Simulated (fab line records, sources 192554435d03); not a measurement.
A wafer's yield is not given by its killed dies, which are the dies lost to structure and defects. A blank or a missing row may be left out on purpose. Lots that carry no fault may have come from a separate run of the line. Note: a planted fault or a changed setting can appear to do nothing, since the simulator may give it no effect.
Which tool did it? | flow n5Finfet | Sampling: 10 lots, 30 wafers, 5 of 1938 route steps

## WHAT EACH GAUGE READ, for each wafer
The record lacks any reading of a measuring or inspecting step that a usual standard deviation could be used to judge.

## EACH LOT AND THE TOOL THAT RAN IT (in order: tool; ch and the chambers of the sampled wafers; start)
lot  | N5_BEOL_M0_SPUTTER_116      | N5_BEOL_M15_DESCUM_33             | N5_PASSIVATION_DESCUM_32          | N5_PASSIVATION_STRIP_48           | N5_PASSIVATION_PROBE_49
L319 | pvdSputter-01, day 6 02:29  | rieDiel-03 ch 1,2, day 11 07:10   | rieDiel-06 ch 0,1,3, day 11 20:47 | rieDiel-02 ch 1,2,3, day 11 23:31 | -
L318 | pvdSputter-03, day 6 04:28  | rieDiel-05 ch 0,1, day 11 06:23   | rieDiel-06 ch 1,2, day 11 18:14   | rieDiel-04 ch 2,3, day 11 20:31   | -
L321 | pvdSputter-01, day 6 18:47  | rieDiel-03 ch 1,3, day 12 05:38   | rieDiel-06 ch 0,3, day 12 17:38   | rieDiel-04 ch 0,1,2, day 12 19:56 | prober-02, day 12 22:31
L322 | pvdSputter-02, day 7 01:31  | rieDiel-01 ch 0,3, day 12 12:34   | rieDiel-06 ch 0,3, day 13 01:29   | rieDiel-06 ch 1,2,3, day 13 03:53 | -
L325 | pvdSputter-03, day 7 21:32  | rieDiel-01 ch 0,1,2, day 13 12:02 | rieDiel-04 ch 0,1,3, day 14 00:56 | rieDiel-06 ch 2,3, day 14 03:25   | prober-01, day 14 06:04
L327 | pvdSputter-02, day 8 05:00  | rieDiel-03 ch 0,1,2, day 14 04:07 | rieDiel-06 ch 0,2,3, day 14 14:40 | rieDiel-04 ch 2,3, day 14 17:02   | -
L329 | pvdSputter-01, day 8 22:22  | rieDiel-05 ch 0,1,3, day 14 07:00 | rieDiel-04 ch 0,2,3, day 14 18:51 | rieDiel-02 ch 0,2,3, day 14 22:10 | -
L330 | pvdSputter-03, day 9 05:04  | rieDiel-03 ch 1,2, day 14 04:50   | rieDiel-04 ch 0,2, day 14 15:41   | rieDiel-02 ch 0,2, day 14 18:01   | -
L331 | pvdSputter-01, day 9 07:21  | rieDiel-01 ch 0,2, day 14 15:26   | rieDiel-02 ch 1,2, day 15 04:13   | rieDiel-04 ch 0,1,2, day 15 06:44 | -
L338 | pvdSputter-01, day 11 12:55 | rieDiel-05 ch 0,1,2, day 16 12:41 | rieDiel-04 ch 0,2, day 17 07:41   | rieDiel-06 ch 1,2, day 17 10:07   | prober-02, day 17 12:37
- N5_BEOL_M0_SPUTTER_116: material Cu, target thk 4 nm, time 7.37 s.
- N5_BEOL_M15_DESCUM_33: chemistry O2, time 7.9 s.
- N5_PASSIVATION_DESCUM_32: chemistry O2, time 7.9 s.
- N5_PASSIVATION_STRIP_48: strips in O2.
- N5_PASSIVATION_PROBE_49

## WHAT THE TOOLS THEMSELVES READ (means of the sampled wafers that have a number; where no wafer has one, the mark that the record gives instead)
N5_BEOL_M0_SPUTTER_116. Usual: 30.1 % for throttleValvePct, sd 0.4.
lot  | tool          | throttleValvePct (%) | flag
L319 | pvdSputter-01 | 29.9                 | 
L318 | pvdSputter-03 | 29.9                 | 
L321 | pvdSputter-01 | 30.1                 | 
L322 | pvdSputter-02 | 29.8                 | 
L325 | pvdSputter-03 | 30.0                 | 
L327 | pvdSputter-02 | 30.0                 | 
L329 | pvdSputter-01 | 29.8                 | 
L330 | pvdSputter-03 | 30.5                 | 
L331 | pvdSputter-01 | 30.2                 | 
L338 | pvdSputter-01 | 29.8                 | 

N5_BEOL_M15_DESCUM_33. Usual: drypumpMotorCurrentA 5.8 A, standard deviation 0.4; oesProductAu 0.78 a.u., standard deviation 0.069; rfVppV 243.1 V, standard deviation 1.1; showerheadPlenumPTorr 2.09 Torr, standard deviation 0.05; throttleValvePct 20.38 %, standard deviation 0.24.
lot  | tool       | drypumpMotorCurrentA (A) | oesProductAu (a.u.) | rfVppV (V) | showerheadPlenumPTorr (Torr) | throttleValvePct (%) | flag
L319 | rieDiel-03 | 5.7                      | 0.73                | 242.8      | 2.11                         | 20.40                | 
L318 | rieDiel-05 | 6.0                      | 0.75                | 243.8      | 2.10                         | 20.82                | 
L321 | rieDiel-03 | 6.1                      | 0.77                | 244.8      | 2.16                         | 20.41                | 
L322 | rieDiel-01 | 5.3                      | 0.87                | 243.5      | 2.12                         | 20.22                | 
L325 | rieDiel-01 | 5.7                      | 0.78                | 242.6      | 2.08                         | 20.38                | 
L327 | rieDiel-03 | 5.9                      | 0.72                | 243.0      | 2.08                         | 20.37                | 
L329 | rieDiel-05 | 5.8                      | 0.82                | 243.1      | 2.08                         | 20.75                | 
L330 | rieDiel-03 | 5.9                      | 0.71                | 244.3      | 2.14                         | 20.45                | 
L331 | rieDiel-01 | 5.7                      | 0.76                | 242.1      | 2.05                         | 20.31                | 
L338 | rieDiel-05 | 5.6                      | 0.83                | 243.2      | 2.09                         | 20.41                | 

N5_PASSIVATION_DESCUM_32. Usual: drypumpMotorCurrentA 5.6 A, standard deviation 0.53; oesProductAu 0.81 a.u., standard deviation 0.077; rfVppV 243.3 V, standard deviation 1.1; showerheadPlenumPTorr 2.09 Torr, standard deviation 0.052; throttleValvePct 20.34 %, standard deviation 0.19.
lot  | tool       | drypumpMotorCurrentA (A) | oesProductAu (a.u.) | rfVppV (V) | showerheadPlenumPTorr (Torr) | throttleValvePct (%) | flag
L319 | rieDiel-06 | 5.4                      | 0.86                | 243.2      | 2.08                         | 20.35                | 
L318 | rieDiel-06 | 5.6                      | 0.84                | 243.5      | 2.10                         | 20.45                | 
L321 | rieDiel-06 | 5.3                      | 0.89                | 243.1      | 2.06                         | 20.28                | 
L322 | rieDiel-06 | 5.3                      | 0.88                | 242.4      | 2.06                         | 20.28                | 
L325 | rieDiel-04 | 5.7                      | 0.73                | 243.5      | 2.09                         | 20.39                | 
L327 | rieDiel-06 | 5.6                      | 0.89                | 242.2      | 2.04                         | 20.27                | 
L329 | rieDiel-04 | 5.6                      | 0.78                | 243.7      | 2.10                         | 20.22                | 
L330 | rieDiel-04 | 5.9                      | 0.79                | 243.6      | 2.11                         | 20.06                | 
L331 | rieDiel-02 | 5.5                      | 0.78                | 242.6      | 2.07                         | 20.55                | 
L338 | rieDiel-04 | 5.8                      | 0.77                | 243.2      | 2.10                         | 20.09                | 

N5_PASSIVATION_STRIP_48. Usual: drypumpMotorCurrentA 5.6 A, standard deviation 0.55; oesProductAu 0.82 a.u., standard deviation 0.076; rfVppV 3.5 V, standard deviation 2.4; showerheadPlenumPTorr 2.09 Torr, standard deviation 0.057; throttleValvePct 16.58 %, standard deviation 0.19.
lot  | tool       | drypumpMotorCurrentA (A) | oesProductAu (a.u.) | rfVppV (V) | showerheadPlenumPTorr (Torr) | throttleValvePct (%) | flag
L319 | rieDiel-02 | 5.8                      | 0.84                | 2.9        | 2.12                         | 16.64                | 
L318 | rieDiel-04 | 5.4                      | 0.80                | 2.1        | 2.10                         | 16.58                | 
L321 | rieDiel-04 | 5.7                      | 0.78                | 5.1        | 2.10                         | 16.54                | 
L322 | rieDiel-06 | 5.5                      | 0.88                | 3.5        | 2.07                         | 16.61                | 
L325 | rieDiel-06 | 5.7                      | 0.87                | 3.3        | 2.04                         | 16.60                | 
L327 | rieDiel-04 | 5.4                      | 0.77                | 5.3        | 2.09                         | 16.67                | 
L329 | rieDiel-02 | 5.3                      | 0.81                | 3.0        | 2.17                         | 16.67                | 
L330 | rieDiel-02 | 5.0                      | 0.78                | 3.3        | 2.13                         | 16.76                | 
L331 | rieDiel-04 | 5.6                      | 0.88                | 1.0        | 2.09                         | 16.36                | 
L338 | rieDiel-06 | 5.8                      | 0.77                | 4.3        | 2.05                         | 16.72                | 

N5_PASSIVATION_PROBE_49. Usual: defectLimitedYield 91.3 %, standard deviation 1.3; killed_at_M0_to_M3 33, standard deviation 8.9; killed_at_M4_up 15, standard deviation 5.4; killedAtContacts 13, standard deviation 5.8; killedAtFrontEnd 39, standard deviation 9.9; killedAtOther 3.2, standard deviation 2.9; killedDies 102, standard deviation 15; killedOnRim 13, standard deviation 3.7; killedOpen 68, standard deviation 12; killedShort 34, standard deviation 7.6; sort_bin_5_function 5.1 %, standard deviation 0.89; sort_bin_6_memory 3.2 %, standard deviation 0.63; sortNPass 1078, standard deviation 15; sortYieldPct 91.3 %, standard deviation 1.3.
lot  | tool      | defectLimitedYield (%) | killed_at_M0_to_M3 | killed_at_M4_up | killedAtContacts | killedAtFrontEnd | killedAtOther | killedDies | killedOnRim | killedOpen | killedShort | sort_bin_5_function (%) | sort_bin_6_memory (%) | sortNPass | sortYieldPct (%) | flag
L321 | prober-02 | 92.1                   | 38                 | 15              | 8                | 25               | 7.7           | 94         | 12          | 62         | 30          | 4.6                     | 3.2                   | 1086      | 92.1             | 
L325 | prober-01 | 91.0                   | 33                 | 11              | 15               | 43               | 4.0           | 106        | 12          | 68         | 38          | 4.8                     | 3.7                   | 1074      | 91.0             | 
L338 | prober-02 | 86.3                   | 96                 | 14              | 13               | 33               | 5.0           | 161        | 24          | 73         | 29          | 8.7                     | 3.4                   | 1019      | 86.3             | OFF

## THE ANSWER, worked out from the rows above alone
Rule: take the mean of a lot's wafers that have a number; if it is more than 3 standard deviations from the usual mean, the lot is off. A lot without any number at a reading at which 4 lots or more have one is off too. All remaining lots with rows at the step are treated as sound. After the gauges, taken in route order, come the tools' own readings; for these a lot's mean is taken, as printed above. The first step at which some lot is off is used, and at that step the reading that is off furthest; a lot without a number counts as furthest.
Off: L338, at N5_PASSIVATION_PROBE_49 (killed_at_M0_to_M3). Neither off nor sound, because the step has no rows for them: L319, L318, L322, L327, L329, L330, L331.
A tool fits if, at that step or a process step before it, it ran every lot that is off, and no sound lot after the first of them. Can't be told from this: 5 tools fit, pvdSputter-01 at N5_BEOL_M0_SPUTTER_116, rieDiel-05 at N5_BEOL_M15_DESCUM_33, rieDiel-04 at N5_PASSIVATION_DESCUM_32, rieDiel-06 at N5_PASSIVATION_STRIP_48, prober-02 at N5_PASSIVATION_PROBE_49.

## WHAT THE SIMULATOR HAD PUT IN
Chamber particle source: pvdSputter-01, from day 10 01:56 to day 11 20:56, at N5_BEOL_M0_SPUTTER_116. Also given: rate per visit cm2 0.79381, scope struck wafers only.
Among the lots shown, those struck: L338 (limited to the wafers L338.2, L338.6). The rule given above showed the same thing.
